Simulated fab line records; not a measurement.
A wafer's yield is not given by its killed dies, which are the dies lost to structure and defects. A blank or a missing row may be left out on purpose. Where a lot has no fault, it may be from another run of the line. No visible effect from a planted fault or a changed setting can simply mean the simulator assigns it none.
A sampling plan put to the test ; flow nand-harc ; one fab line, 22 faults that these records tell of, each judged on the records of the lots that it struck
Plan = the line's own looks (route steps where a gauge or an inspection reads the wafer without altering it). A look can be judged if struck wafers have a number there and the file gives its usual mean and standard deviation on fault-free wafers. Caught: the struck wafers' mean, at a look after the fault's first step, is 4 or more of those standard deviations (sigma) away from the usual mean. On the tool: the fault's steps, tested the same way using the tool's own readings. Also counted as caught: the struck wafers showing another recipe, or a record that is empty for them alone.

## THE FAULTS, as the simulator had put them in
1. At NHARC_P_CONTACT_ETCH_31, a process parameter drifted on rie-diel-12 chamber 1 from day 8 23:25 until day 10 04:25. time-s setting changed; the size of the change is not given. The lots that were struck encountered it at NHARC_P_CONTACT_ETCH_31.
2. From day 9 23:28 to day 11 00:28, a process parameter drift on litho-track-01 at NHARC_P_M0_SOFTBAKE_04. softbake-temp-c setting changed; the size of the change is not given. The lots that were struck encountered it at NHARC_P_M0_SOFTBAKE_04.
3. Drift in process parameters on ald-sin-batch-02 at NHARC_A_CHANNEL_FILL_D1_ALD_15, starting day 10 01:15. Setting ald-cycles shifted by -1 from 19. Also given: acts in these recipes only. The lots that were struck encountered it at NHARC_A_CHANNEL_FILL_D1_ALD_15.
4. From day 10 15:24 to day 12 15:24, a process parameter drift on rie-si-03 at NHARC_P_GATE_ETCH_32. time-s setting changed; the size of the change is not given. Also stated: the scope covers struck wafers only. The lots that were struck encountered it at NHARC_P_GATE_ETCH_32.
5. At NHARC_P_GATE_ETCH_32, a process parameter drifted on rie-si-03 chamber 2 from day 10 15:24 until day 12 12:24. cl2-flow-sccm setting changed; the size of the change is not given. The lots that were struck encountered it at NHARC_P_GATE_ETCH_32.
6. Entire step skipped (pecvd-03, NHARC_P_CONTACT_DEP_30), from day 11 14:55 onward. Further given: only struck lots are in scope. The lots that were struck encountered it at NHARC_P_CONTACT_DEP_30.
7. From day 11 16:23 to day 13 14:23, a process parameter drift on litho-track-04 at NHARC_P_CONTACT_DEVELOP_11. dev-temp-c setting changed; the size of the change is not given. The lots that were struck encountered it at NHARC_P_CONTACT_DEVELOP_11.
8. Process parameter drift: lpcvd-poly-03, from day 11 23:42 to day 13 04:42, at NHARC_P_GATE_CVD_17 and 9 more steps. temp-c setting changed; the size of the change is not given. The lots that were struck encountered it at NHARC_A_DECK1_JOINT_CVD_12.
9. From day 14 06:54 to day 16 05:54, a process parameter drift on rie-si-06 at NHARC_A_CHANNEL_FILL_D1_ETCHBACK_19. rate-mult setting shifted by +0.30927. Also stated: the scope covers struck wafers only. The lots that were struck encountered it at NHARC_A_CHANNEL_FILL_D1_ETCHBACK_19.
10. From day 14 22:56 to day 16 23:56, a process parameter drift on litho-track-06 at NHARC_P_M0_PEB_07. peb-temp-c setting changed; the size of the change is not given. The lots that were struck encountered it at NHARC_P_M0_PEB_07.
11. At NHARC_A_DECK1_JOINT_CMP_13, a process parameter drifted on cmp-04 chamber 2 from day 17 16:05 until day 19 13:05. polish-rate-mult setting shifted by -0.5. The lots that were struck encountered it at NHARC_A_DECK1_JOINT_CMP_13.
12. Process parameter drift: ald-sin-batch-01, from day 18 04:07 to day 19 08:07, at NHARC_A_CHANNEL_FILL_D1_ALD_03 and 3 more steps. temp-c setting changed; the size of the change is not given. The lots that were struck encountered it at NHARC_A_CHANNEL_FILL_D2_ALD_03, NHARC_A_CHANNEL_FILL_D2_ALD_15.
13. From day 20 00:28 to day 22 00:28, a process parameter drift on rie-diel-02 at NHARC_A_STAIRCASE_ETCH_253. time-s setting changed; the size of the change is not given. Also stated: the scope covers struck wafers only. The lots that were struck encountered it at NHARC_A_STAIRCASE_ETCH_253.
14. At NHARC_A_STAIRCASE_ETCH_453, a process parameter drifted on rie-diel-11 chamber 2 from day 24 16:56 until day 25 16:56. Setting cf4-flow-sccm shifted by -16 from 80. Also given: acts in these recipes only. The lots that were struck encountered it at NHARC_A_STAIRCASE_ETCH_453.
15. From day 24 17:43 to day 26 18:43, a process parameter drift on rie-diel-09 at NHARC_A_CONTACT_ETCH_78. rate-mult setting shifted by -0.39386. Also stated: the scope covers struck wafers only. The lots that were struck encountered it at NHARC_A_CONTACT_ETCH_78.
16. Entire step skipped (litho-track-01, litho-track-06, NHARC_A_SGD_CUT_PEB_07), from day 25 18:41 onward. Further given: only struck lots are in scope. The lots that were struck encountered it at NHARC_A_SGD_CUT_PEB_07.
17. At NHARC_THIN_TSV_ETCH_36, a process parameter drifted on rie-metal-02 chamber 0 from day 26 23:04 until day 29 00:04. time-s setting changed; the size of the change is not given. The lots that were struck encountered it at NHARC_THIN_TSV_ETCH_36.
18. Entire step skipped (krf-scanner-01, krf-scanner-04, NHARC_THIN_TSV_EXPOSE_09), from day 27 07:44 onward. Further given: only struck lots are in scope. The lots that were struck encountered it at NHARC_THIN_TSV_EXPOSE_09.
19. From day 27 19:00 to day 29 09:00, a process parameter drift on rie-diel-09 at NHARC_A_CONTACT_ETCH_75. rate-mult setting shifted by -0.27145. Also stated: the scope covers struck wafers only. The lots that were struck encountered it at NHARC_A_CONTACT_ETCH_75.
20. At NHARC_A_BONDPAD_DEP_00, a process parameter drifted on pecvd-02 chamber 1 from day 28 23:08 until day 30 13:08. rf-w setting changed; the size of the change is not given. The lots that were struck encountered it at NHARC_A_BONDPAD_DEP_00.
21. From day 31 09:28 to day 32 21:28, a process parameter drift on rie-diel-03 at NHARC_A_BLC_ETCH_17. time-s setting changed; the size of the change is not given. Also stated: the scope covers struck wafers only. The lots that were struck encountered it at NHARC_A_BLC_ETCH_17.
22. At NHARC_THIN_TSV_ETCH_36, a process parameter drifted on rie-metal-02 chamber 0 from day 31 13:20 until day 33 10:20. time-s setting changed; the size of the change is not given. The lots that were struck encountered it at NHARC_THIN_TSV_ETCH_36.

## WHAT THE PLAN SAW
fault;on the tool itself;first look that catches it;reading, sigma;median hours from its first step to that look;hours from the fault's start to the first struck lot there;judged looks passed uncaught
1;run-length-s -89 sigma;no look after it can be judged;-;-;-;0
2;heater-power-total-W -17 sigma;not the one look that can be judged after it;-;-;-;1
3;under 2 sigma;no look after it can be judged;-;-;-;0
4;under 2 sigma;no look after it can be judged;-;-;-;0
5;mfc-cl2-sccm -61 sigma;no look after it can be judged;-;-;-;0
6;the tool's record is blank for the struck wafers;NHARC_END_SORT_01;killed-at-periphery +99 or beyond;446.2;456;0
7;developer-temp-C +7.6 sigma;not the one look that can be judged after it;-;-;-;1
8;tube-center-temp-C +99 or beyond sigma;no look after it can be judged;-;-;-;0
9;oes-product-au +21 sigma;not the one look that can be judged after it;-;-;-;1
10;plate-temp-C -28 sigma;none of the 2 looks that can be judged after it;-;-;-;2
11;time-to-endpoint-s +4.5 sigma;none of the 2 looks that can be judged after it;-;-;-;2
12;susceptor-temp-C +51 sigma;not the one look that can be judged after it;-;-;-;1
13;run-length-s +5.8 sigma;not the one look that can be judged after it;-;-;-;1
14;throttle-valve-pct -99 or beyond sigma;no look after it can be judged;-;-;-;0
15;oes-product-au -22 sigma;NHARC_END_SORT_01;killed-dies +36;62.0;72;0
16;the tool's record is blank for the struck wafers;no look after it can be judged;-;-;-;0
17;run-length-s -13 sigma;not the one look that can be judged after it;-;-;-;1
18;no reading that can be judged;no look after it can be judged;-;-;-;0
19;oes-product-au -15 sigma;NHARC_END_SORT_01;killed-dies +8.6;59.2;68;0
20;rf-fwd-power-W -99 or beyond sigma;none of the 2 looks that can be judged after it;-;-;-;2
21;run-length-s -51 sigma;no look after it can be judged;-;-;-;0
22;run-length-s -13 sigma;no look after it can be judged;-;-;-;0
Dash: fault not caught, or number not given in these records.

Caught at a look: 3 of 22. Caught on the tool: 19 of 22. By one or the other: 19 of 22.
Faults caught by the tool alone: 1, 2, 5, 7, 8, 9, 10, 11, 12, 13, 14, 16, 17, 20, 21, 22.
Caught by neither: faults 3, 4, 18.

## THINNER SAMPLING
If the look that catches a fault measured only every second or every third lot, by lot number, the first struck lot would be measured this late in the worst case:
fault;struck lots at that look, in order of time;every lot;every second lot;every third lot
6;L627, L626, L628;456 h;456 h;468 h
15;L164, L165;72 h;72 h;may miss all 2
19;L390, L389, L391;68 h;68 h;82 h
Hours: fault start to first struck lot measured. The limit of 4 sigma was tested on all struck wafers together, so one lot alone may lie under it. Other struck lots may not be in these records.

## THE LONGEST TIMED WAY FROM STEP TO LOOK
Fault 6: a median of 446.2 hours passes between NHARC_P_CONTACT_DEP_30 and NHARC_END_SORT_01. No look between them can be judged.
